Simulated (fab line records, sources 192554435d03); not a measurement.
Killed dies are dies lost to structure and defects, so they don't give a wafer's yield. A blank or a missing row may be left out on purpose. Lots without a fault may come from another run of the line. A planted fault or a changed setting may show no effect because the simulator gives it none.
fab line records | flow n5_finfet | part 1 of 2: steps 1 to 18 of 24
record lots=5 wafers=15 last_day=16
route steps=1938 shown DUMMY_GATE@224
lots that met no fault: from a run of the same line without faults
start_h: hours from the record's first day to the start of the lot's first wafer shown | wait_h: hours since the lot's step before | " the same as in the row above | L1.1+2: a row that stands for several wafers | - no value, or no start given | * or withheld: withheld | < > ~ a bound
route shown NAME@n: a module of which the file shows steps, and the number in the route of the first | usual: mean/standard deviation of fault-free wafers | same: alike in all rows | chamber/n: place in a boat | sites: the reading at each site | _std_site: their standard deviation | _edge_site: outer sites' mean less inner sites' | radius_mm: how far each site lies from the wafer's centre | mask NAME#n: copy n | behind: the tool/chamber that last shaped the wafer | hold: why the lot was held/for how many hours/how that ended | device: the transistor (n, p or np) that didn't switch | end of line: the same wafers' tests at the end of the route | a step without rows: its recipe alone | killed: dies lost to structure and defects at the first sort, not the wafer's yield | map: a wafer's dies, x killed, . not, _ none there
set.NAME: the setting as run; set.NAME@STEP: as run at that earlier step | model.NAME: the simulator's own value behind a step, which no gauge read
lots at some steps of the route; a table a step, a row a wafer
services: from which hour (start_h, from the record's first day; less than 0 if before it) a tool's chamber was out of use, for how many hours, and why
## steps
# step N5_DUMMY_GATE_COAT_28
# recipe resist=underlayer temp_c=205 time_s=60 spin_rpm=1500 resist_thk_nm=10
# usual exhaust_pa=45.1/0.84 heater_power_total_W=391.8/1.3 resist_line_temp_C=22.99/0.12
# same time_s=60
# columns lot.wafer tool chamber start_h wait_h exhaust_pa heater_power_total_W resist_line_temp_C
L080.2 litho_track-03 0 - - 44.5 392.8 23.01
L080.3 " 0 " " 46.3 392.3 22.95
L080.4 " 0 " " 44.7 391.4 23.08
L083.3 litho_track-02 0 - - 44.6 394.0 23.00
L083.4 " 0 " " 45.6 393.3 22.87
L083.6 " 0 " " 45.1 391.4 22.84
L084.2 litho_track-04 0 - - 44.6 393.7 23.00
L084.5 " 0 " " 45.1 389.7 22.87
L084.6 " 0 " " 45.5 391.8 22.83
L086.2 litho_track-04 0 - - 45.7 389.8 23.15
L086.4 " 0 " " 45.5 390.7 22.98
L086.6 " 0 " " 45.2 392.5 23.07
L092.4 litho_track-02 0 - - 45.1 393.3 22.95
L092.5 " 0 " " 43.7 393.2 22.95
L092.6 " 0 " " 46.7 390.8 23.02
# step N5_DUMMY_GATE_COAT_09
# recipe resist=CAR-EUV spin_rpm=1500 resist_thk_nm=30
# usual exhaust_pa=44.7/0.86 resist_line_temp_C=23.00/0.096
# columns lot.wafer tool chamber start_h wait_h exhaust_pa resist_line_temp_C
L080.2 litho_track-03 0 - - 45.0 22.97
L080.3 " 0 " " 43.9 22.88
L080.4 " 0 " " 45.3 22.89
L083.3 litho_track-02 0 - - 45.5 23.08
L083.4 " 0 " " 44.3 23.05
L083.6 " 0 " " 46.1 23.11
L084.2 litho_track-04 0 - - 45.5 22.97
L084.5 " 0 " " 45.2 23.01
L084.6 " 0 " " 44.0 23.09
L086.2 litho_track-04 0 - - 45.9 22.97
L086.4 " 0 " " 45.7 23.00
L086.6 " 0 " " 44.8 23.12
L092.4 litho_track-02 0 - - 44.8 23.04
L092.5 " 0 " " 44.8 22.98
L092.6 " 0 " " 44.1 22.97
# step N5_DUMMY_GATE_EBR_11
# recipe solvent=PGMEA ebr_width_mm=1.5
# usual exhaust_pa=45.1/0.89 resist_line_temp_C=23.00/0.11
# same ebr_width_mm=1.5
# columns lot.wafer tool chamber start_h wait_h exhaust_pa resist_line_temp_C
L080.2 litho_track-03 0 - - 45.0 23.06
L080.3 " 0 " " 44.3 23.07
L080.4 " 0 " " 45.5 23.07
L083.3 litho_track-02 0 - - 45.1 23.10
L083.4 " 0 " " 45.3 23.15
L083.6 " 0 " " 44.5 23.07
L084.2 litho_track-04 0 - - 45.4 22.92
L084.5 " 0 " " 44.1 22.92
L084.6 " 0 " " 45.6 22.90
L086.2 litho_track-04 0 - - 42.9 23.09
L086.4 " 0 " " 43.5 23.07
L086.6 " 0 " " 43.9 23.03
L092.4 litho_track-02 0 - - 45.2 22.74
L092.5 " 0 " " 44.6 22.87
L092.6 " 0 " " 43.3 22.89
# step N5_DUMMY_GATE_SOFTBAKE_10
# recipe temp_c=110 time_s=60 resist=CAR-EUV
# usual exhaust_pa=45.0/0.94 heater_power_total_W=175.3/1.6 resist_line_temp_C=22.98/0.11
# same time_s=60
# columns lot.wafer tool chamber start_h wait_h exhaust_pa heater_power_total_W resist_line_temp_C
L080.2 litho_track-03 0 - - 42.9 177.4 23.02
L080.3 " 0 " " 43.5 173.0 22.97
L080.4 " 0 " " 43.4 177.0 22.83
L083.3 litho_track-02 0 - - 46.4 176.3 22.89
L083.4 " 0 " " 45.8 174.4 22.87
L083.6 " 0 " " 45.8 173.2 22.96
L084.2 litho_track-04 0 - - 44.9 177.2 22.89
L084.5 " 0 " " 46.9 174.2 22.85
L084.6 " 0 " " 45.4 174.7 23.05
L086.2 litho_track-04 0 - - 44.6 176.5 23.03
L086.4 " 0 " " 45.5 177.4 22.99
L086.6 " 0 " " 45.6 173.0 23.00
L092.4 litho_track-02 0 - - 45.1 177.4 23.11
L092.5 " 0 " " 46.1 175.8 23.06
L092.6 " 0 " " 46.7 177.4 22.98
# step N5_DUMMY_GATE_EXPOSE_12
# recipe mask_id=GATE na=0.33 source_shape=annular sigma_inner=0.2 sigma_outer=0.6 polarization=unpolarized target_cd_nm=25 dose_mj=34
# usual stage_msd_nm=0.810/0.0066
# columns lot.wafer tool chamber start_h wait_h mask stage_msd_nm
L080.2 euv_scanner-01 0 82.10 - GATE#0 0.812
L080.3 " 0 " " GATE#0 0.811
L080.4 " 0 " " GATE#0 0.811
L083.3 euv_scanner-02 0 100.86 - GATE#0 0.811
L083.4 " 0 " " GATE#0 0.816
L083.6 " 0 " " GATE#0 0.815
L084.2 euv_scanner-02 0 107.60 - GATE#0 0.817
L084.5 " 0 " " GATE#0 0.811
L084.6 " 0 " " GATE#0 0.815
L086.2 euv_scanner-01 0 122.18 - GATE#0 0.806
L086.4 " 0 " " GATE#0 0.804
L086.6 " 0 " " GATE#0 0.807
L092.4 euv_scanner-01 0 154.43 - GATE#0 0.800
L092.5 " 0 " " GATE#0 0.797
L092.6 " 0 " " GATE#0 0.798
# step N5_DUMMY_GATE_PEB_13
# recipe peb_temp_c=100 peb_time_s=60 resist=CAR-EUV
# usual exhaust_pa=45.2/0.82 heater_power_total_W=153.9/1 resist_line_temp_C=23.02/0.095
# columns lot.wafer tool chamber start_h wait_h exhaust_pa heater_power_total_W resist_line_temp_C
L080.2 litho_track-02 0 82.15 0.0 45.2 155.2 23.09
L080.3 " 0 " " 45.2 152.5 23.09
L080.4 " 0 " " 45.2 152.5 23.18
L083.3 litho_track-03 0 100.91 0.0 43.4 152.4 22.91
L083.4 " 0 " " 44.0 154.1 22.99
L083.6 " 0 " " 43.7 154.4 23.01
L084.2 litho_track-03 0 107.65 0.0 45.5 155.5 22.81
L084.5 " 0 " " 46.4 153.9 22.81
L084.6 " 0 " " 45.5 155.0 22.85
L086.2 litho_track-04 0 122.23 0.0 45.6 152.6 23.15
L086.4 " 0 " " 45.6 155.6 22.95
L086.6 " 0 " " 45.7 152.4 23.10
L092.4 litho_track-02 0 154.47 0.0 44.9 155.4 22.78
L092.5 " 0 " " 44.8 152.4 23.05
L092.6 " 0 " " 44.6 152.7 23.00
# step N5_DUMMY_GATE_DEVELOP_14
# recipe develop_time_s=30 developer=TMAH resist=CAR-EUV rinse_liquid=surfactant_rinse dry=air_spin dev_temp_c=23
# usual exhaust_pa=45.2/0.89 resist_line_temp_C=23.00/0.099
# same develop_time_s=30
# columns lot.wafer tool chamber start_h wait_h exhaust_pa resist_line_temp_C
L080.2 litho_track-02 0 - - 45.4 23.14
L080.3 " 0 " " 46.4 23.14
L080.4 " 0 " " 44.0 22.96
L083.3 litho_track-03 0 - - 44.5 23.03
L083.4 " 0 " " 46.5 23.16
L083.6 " 0 " " 45.3 22.86
L084.2 litho_track-03 0 - - 46.3 22.92
L084.5 " 0 " " 45.2 22.86
L084.6 " 0 " " 44.3 22.90
L086.2 litho_track-04 0 - - 45.9 23.07
L086.4 " 0 " " 45.1 23.04
L086.6 " 0 " " 44.5 23.08
L092.4 litho_track-02 0 - - 45.3 23.13
L092.5 " 0 " " 44.8 23.21
L092.6 " 0 " " 46.3 22.86
# step N5_DUMMY_GATE_CD_MEAS_15
# recipe target_cd_nm=25.8 landing_energy_ev=500 detector=se_inlens
# usual cd_nm=24.91/0.25
# same landing_energy_ev=500
# columns lot.wafer tool chamber start_h wait_h cd_nm
L080.2 cd_sem-03 0 82.22 - 24.74
L080.3 " 0 " " 24.93
L080.4 " 0 " " 24.86
L083.3 cd_sem-01 0 100.98 - 25.07
L083.4 " 0 " " 24.45
L083.6 " 0 " " 25.19
L084.2 cd_sem-02 0 107.72 - 24.40
L084.5 " 0 " " 24.95
L084.6 " 0 " " 24.93
L086.2 cd_sem-01 0 122.30 - 24.45
L086.4 " 0 " " 24.68
L086.6 " 0 " " 25.00
L092.4 cd_sem-01 0 154.55 - 24.82
L092.5 " 0 " " 24.72
L092.6 " 0 " " 24.70
# step N5_DUMMY_GATE_OVL_MEAS_16
# recipe points_per_wafer=522
# usual GATE_OVL=0.2/0.63
# columns lot.wafer tool chamber start_h wait_h GATE_OVL[nm]
L080.2 overlay-02 0 82.26 0.0 0.1
L080.3 " 0 " " -1.0
L080.4 " 0 " " -0.5
L083.3 overlay-02 0 101.02 0.0 0.6
L083.4 " 0 " " 0.3
L083.6 " 0 " " -0.2
L084.2 overlay-01 0 107.76 0.0 0.4
L084.5 " 0 " " -0.5
L084.6 " 0 " " -0.2
L086.2 overlay-02 0 122.34 0.0 0.2
L086.4 " 0 " " -0.4
L086.6 " 0 " " 0.9
L092.4 overlay-02 0 154.60 0.0 1.0
L092.5 " 0 " " 0.3
L092.6 " 0 " " 0.9
# step N5_DUMMY_GATE_INSPECT_17
# recipe mode=adi inspect_instrument=brightfield
# usual raw_defect_count=202/48
# columns lot.wafer tool chamber start_h wait_h raw_defect_count
L080.2 defect_inspect-02 - 82.32 0.0 315
L080.3 " - " " 316
L080.4 " - " " 229
L083.3 defect_inspect-01 - 101.07 0.0 158
L083.4 " - " " 180
L083.6 " - " " 180
L084.2 defect_inspect-02 - 107.82 0.0 234
L084.5 " - " " 256
L084.6 " - " " 216
L086.2 defect_inspect-01 - 122.40 0.0 187
L086.4 " - " " 115
L086.6 " - " " 180
L092.4 defect_inspect-01 - 154.64 0.0 155
L092.5 " - " " 150
L092.6 " - " " 214
# step N5_DUMMY_GATE_DESCUM_20
# recipe chemistry=O2 time_s=6.2 source_power_w=50 bias_power_w=20 pressure_mtorr=20 rf_frequency_hz=2.712e+07 temp_c=40 resist=CAR-EUV o2_flow_sccm=225
# usual drypump_motor_current_A=5.7/0.35 oes_product_au=0.75/0.052 rf_vpp_V=243.1/1.3 showerhead_plenum_p_Torr=2.07/0.06 throttle_valve_pct=20.49/0.21
# same time_s=6.2
# columns lot.wafer tool chamber start_h wait_h drypump_motor_current_A oes_product_au rf_hours_counter_h rf_vpp_V showerhead_plenum_p_Torr throttle_valve_pct
L080.2 rie_diel-02 0 82.48 0.2 6.3 0.76 166 243.6 2.04 20.53
L080.3 " 3 " " 5.3 0.83 57 243.2 2.10 19.85
L080.4 " 2 " " 5.1 0.72 - 243.6 2.09 20.61
L083.3 rie_diel-01 3 101.10 0.0 5.4 0.74 146 244.1 2.09 20.43
L083.4 " 0 " " 5.7 0.71 - 242.4 2.09 20.51
L083.6 " 3 " " 5.4 0.74 - 243.8 2.09 20.44
L084.2 rie_diel-03 2 107.85 0.0 6.0 0.71 227 242.0 1.99 20.78
L084.5 " 2 " " 6.0 0.71 - 243.1 1.99 20.80
L084.6 " 3 " " 5.7 0.75 - 241.9 2.01 20.47
L086.2 rie_diel-03 3 122.43 0.0 5.8 0.74 174 242.9 2.00 20.51
L086.4 " 0 " " 5.7 0.73 168 244.7 2.20 20.67
L086.6 " 3 " " 5.8 0.73 - 239.7 2.00 20.49
L092.4 rie_diel-01 3 154.67 0.0 5.4 0.73 163 245.0 2.09 20.47
L092.5 " 0 " " 5.7 0.70 - 243.2 2.09 20.54
L092.6 " 1 " " 5.5 0.74 - 243.9 2.08 20.53
# step N5_DUMMY_GATE_ETCH_29
# recipe chemistry=N2/H2 target=underlayer target_depth_a=130 ion_energy_ev=200 pressure_mtorr=30 source_w=840 bias_w=150 n2_flow_sccm=200 h2_flow_sccm=200
# usual drypump_motor_current_A=5.7/0.35 oes_product_au=0.75/0.052 rf_vpp_V=523.2/2.1 showerhead_plenum_p_Torr=2.52/0.078 throttle_valve_pct=17.92/0.26
# columns lot.wafer tool chamber start_h wait_h drypump_motor_current_A oes_product_au rf_hours_counter_h rf_vpp_V showerhead_plenum_p_Torr throttle_valve_pct
L080.2 rie_diel-02 0 82.54 0.0 6.3 0.74 166 523.1 2.56 18.54
L080.3 " 3 " " 5.4 0.84 57 523.8 2.57 17.41
L080.4 " 2 " " 5.2 0.73 - 523.9 2.54 18.00
L083.3 rie_diel-01 3 101.17 0.0 5.4 0.73 146 523.8 2.54 17.87
L083.4 " 0 " " 5.6 0.72 - 524.2 2.51 17.71
L083.6 " 3 " " 5.4 0.72 - 523.1 2.54 17.89
L084.2 rie_diel-03 2 107.91 0.0 6.0 0.72 227 519.4 2.38 18.07
L084.5 " 2 " " 6.0 0.72 - 519.5 2.38 18.07
L084.6 " 3 " " 5.8 0.76 - 521.3 2.40 17.66
L086.2 rie_diel-03 3 122.50 0.0 5.7 0.75 174 519.5 2.40 17.68
L086.4 " 0 " " 5.7 0.71 168 525.7 2.64 17.84
L086.6 " 3 " " 5.7 0.75 - 521.5 2.40 17.68
L092.4 rie_diel-01 3 154.73 0.0 5.4 0.71 163 522.7 2.54 17.91
L092.5 " 0 " " 5.7 0.72 - 522.4 2.51 17.73
L092.6 " 1 " " 5.4 0.74 - 522.5 2.52 17.97
# step N5_DUMMY_GATE_ETCH_36
# recipe chemistry=CF4 target=SiARC target_depth_a=130 pressure_mtorr=40 source_w=545 bias_w=36 Ar_flow_sccm=100 cf4_flow_sccm=100 ion_energy_ev=80
# usual drypump_motor_current_A=5.7/0.35 oes_product_au=0.75/0.052 rf_vpp_V=183.8/1.1 showerhead_plenum_p_Torr=2.12/0.061 throttle_valve_pct=15.70/0.23
# columns lot.wafer tool chamber start_h wait_h drypump_motor_current_A oes_product_au rf_hours_counter_h rf_vpp_V showerhead_plenum_p_Torr throttle_valve_pct
L080.2 rie_diel-02 0 82.58 0.0 6.3 0.76 166 183.8 2.16 16.01
L080.3 " 3 " " 5.3 0.84 57 184.3 2.15 15.06
L080.4 " 2 " " 5.1 0.74 - 183.0 2.12 15.78
L083.3 rie_diel-01 3 101.21 0.0 5.4 0.72 146 184.0 2.15 15.68
L083.4 " 0 " " 5.6 0.72 - 184.8 2.12 15.60
L083.6 " 3 " " 5.5 0.72 - 183.8 2.15 15.72
L084.2 rie_diel-03 2 107.95 0.0 6.0 0.71 227 184.7 2.01 15.92
L084.5 " 2 " " 6.0 0.72 - 183.0 2.01 15.91
L084.6 " 3 " " 5.7 0.76 - 183.7 2.05 15.62
L086.2 rie_diel-03 3 122.54 0.0 5.7 0.76 174 183.7 2.04 15.62
L086.4 " 0 " " 5.7 0.71 168 185.9 2.21 15.64
L086.6 " 3 " " 5.8 0.75 - 182.6 2.04 15.62
L092.4 rie_diel-01 3 154.77 0.0 5.4 0.71 163 185.1 2.15 15.73
L092.5 " 0 " " 5.7 0.72 - 184.8 2.12 15.62
L092.6 " 1 " " 5.5 0.75 - 183.5 2.15 15.86
# step N5_DUMMY_GATE_ETCH_37
# recipe chemistry=N2/H2 target=SOC target_depth_a=600 overetch_a=300 temp_c=40 ion_energy_ev=200 pressure_mtorr=30 source_w=840 bias_w=150 n2_flow_sccm=200 h2_flow_sccm=200
# usual drypump_motor_current_A=5.7/0.35 oes_product_au=0.59/0.042 rf_vpp_V=523.2/2.2 showerhead_plenum_p_Torr=2.52/0.078 throttle_valve_pct=17.85/0.26
# columns lot.wafer tool chamber start_h wait_h drypump_motor_current_A oes_product_au rf_hours_counter_h rf_vpp_V showerhead_plenum_p_Torr throttle_valve_pct
L080.2 rie_diel-02 0 82.62 0.0 6.3 0.60 166 524.1 2.56 18.45
L080.3 " 3 " " 5.4 0.67 57 524.4 2.57 17.33
L080.4 " 2 " " 5.1 0.57 - 523.3 2.54 17.93
L083.3 rie_diel-01 3 101.25 0.0 5.4 0.61 146 523.5 2.54 17.82
L083.4 " 0 " " 5.6 0.56 - 521.5 2.51 17.65
L083.6 " 3 " " 5.4 0.60 - 525.2 2.54 17.82
L084.2 rie_diel-03 2 107.99 0.0 6.0 0.56 227 520.7 2.38 17.99
L084.5 " 2 " " 6.0 0.56 - 520.2 2.38 17.98
L084.6 " 3 " " 5.8 0.59 - 519.5 2.40 17.60
L086.2 rie_diel-03 3 122.58 0.0 5.8 0.58 174 522.0 2.40 17.61
L086.4 " 0 " " 5.7 0.59 168 524.6 2.64 17.78
L086.6 " 3 " " 5.7 0.58 - 520.4 2.40 17.61
L092.4 rie_diel-01 3 154.81 0.0 5.4 0.59 163 524.5 2.54 17.86
L092.5 " 0 " " 5.7 0.55 - 522.9 2.51 17.67
L092.6 " 1 " " 5.5 0.58 - 524.9 2.52 17.89
# step N5_DUMMY_GATE_STRIP_38
# recipe chemistry=N2/H2 temp_c=40 n2_flow_sccm=200 h2_flow_sccm=200 rf_frequency_hz=6e+07
# columns lot.wafer tool chamber start_h wait_h
L080.2+3+4 rie_diel-02 0,3,2 82.66 0.0
L083.3+4+6 rie_diel-01 3,0,3 101.29 0.0
L084.2+5+6 rie_diel-03 2,2,3 108.03 0.0
L086.2+4+6 rie_diel-03 3,0,3 122.62 0.0
L092.4+5+6 rie_diel-01 3,0,1 154.85 0.0
# step N5_DUMMY_GATE_STRIP_39
# recipe chemistry=N2/H2 temp_c=40 n2_flow_sccm=200 h2_flow_sccm=200 rf_frequency_hz=6e+07
# columns lot.wafer tool chamber start_h wait_h
L080.2+3+4 rie_diel-02 0,3,2 82.67 0.0
L083.3+4+6 rie_diel-01 3,0,3 101.30 0.0
L084.2+5+6 rie_diel-03 2,2,3 108.04 0.0
L086.2+4+6 rie_diel-03 3,0,3 122.63 0.0
L092.4+5+6 rie_diel-01 3,0,1 154.86 0.0
# step N5_DUMMY_GATE_TRIM_49
# recipe chemistry=O2 resist=SOC time_s=29 target_cd_nm=14 source_power_w=300 bias_power_w=0 O2_flow_sccm=100 temp_c=20
# usual drypump_motor_current_A=5.9/0.46 oes_product_au=1.008/0.016 throttle_valve_pct=8.19/0.18
# same time_s=29
# columns lot.wafer tool chamber start_h wait_h drypump_motor_current_A oes_product_au rf_hours_counter_h throttle_valve_pct
L080.2 rie_si-01 0 82.71 0.0 6.0 1.033 144 8.11
L080.3 " 1 " " 5.6 0.986 159 8.49
L080.4 " 3 " " 5.6 1.030 - 8.10
L083.3 rie_si-06 1 101.33 0.0 6.7 0.998 60 8.34
L083.4 " 2 " " 5.8 0.990 183 8.31
L083.6 " 3 " " 5.3 1.015 - 8.03
L084.2 rie_si-02 0 108.07 0.0 5.5 1.000 9 8.07
L084.5 " 0 " " 5.5 0.991 - 8.08
L084.6 " 3 " " 6.4 1.016 - 8.05
L086.2 rie_si-06 2 122.66 0.0 5.8 0.986 183 8.29
L086.4 " 1 " " 6.6 1.000 60 8.36
L086.6 " 1 " " 6.7 1.014 - 8.36
L092.4 rie_si-01 2 154.89 0.0 5.9 0.994 163 8.22
L092.5 " 1 " " 5.6 1.007 - 8.50
L092.6 " 0 " " 6.0 1.020 - 8.11
# step N5_DUMMY_GATE_STRIP_40
# recipe chemistry=CF4 resist=SiARC power_w=300 bias_power_w=75 pressure_mtorr=50 cf4_flow_sccm=150 rf_frequency_hz=6e+07
# usual drypump_motor_current_A=5.8/0.37 oes_product_au=0.74/0.044 rf_vpp_V=271.0/1.5 showerhead_plenum_p_Torr=1.78/0.055 throttle_valve_pct=13.71/0.22
# columns lot.wafer tool chamber start_h wait_h drypump_motor_current_A oes_product_au rf_hours_counter_h rf_vpp_V showerhead_plenum_p_Torr throttle_valve_pct
L080.2 rie_diel-02 3 82.81 0.1 5.3 0.83 57 270.0 1.78 13.00
L080.3 " 2 " " 5.1 0.71 163 271.4 1.78 13.75
L080.4 " 0 " " 6.2 0.74 - 270.6 1.81 13.96
L083.3 rie_diel-02 0 101.54 0.2 6.3 0.74 173 272.0 1.80 13.96
L083.4 " 3 " " 5.3 0.83 - 271.3 1.78 13.03
L083.6 " 0 " " 6.3 0.74 - 271.2 1.80 13.96
L084.2 rie_diel-01 3 108.17 0.1 5.4 0.74 149 270.9 1.80 13.66
L084.5 " 2 " " 6.3 0.78 - 268.1 1.75 13.61
L084.6 " 3 " " 5.4 0.75 - 272.5 1.80 13.68
L086.2 rie_diel-01 1 122.76 0.1 5.5 0.73 170 270.6 1.78 13.73
L086.4 " 3 " " 5.4 0.75 154 270.3 1.80 13.67
L086.6 " 2 " " 6.3 0.78 - 269.3 1.75 13.64
L092.4 rie_diel-02 1 154.99 0.1 5.8 0.94 14 272.0 1.78 13.40
L092.5 " 2 " " 5.1 0.69 - 271.5 1.77 13.83
L092.6 " 1 " " 5.8 0.94 - 267.9 1.79 13.42
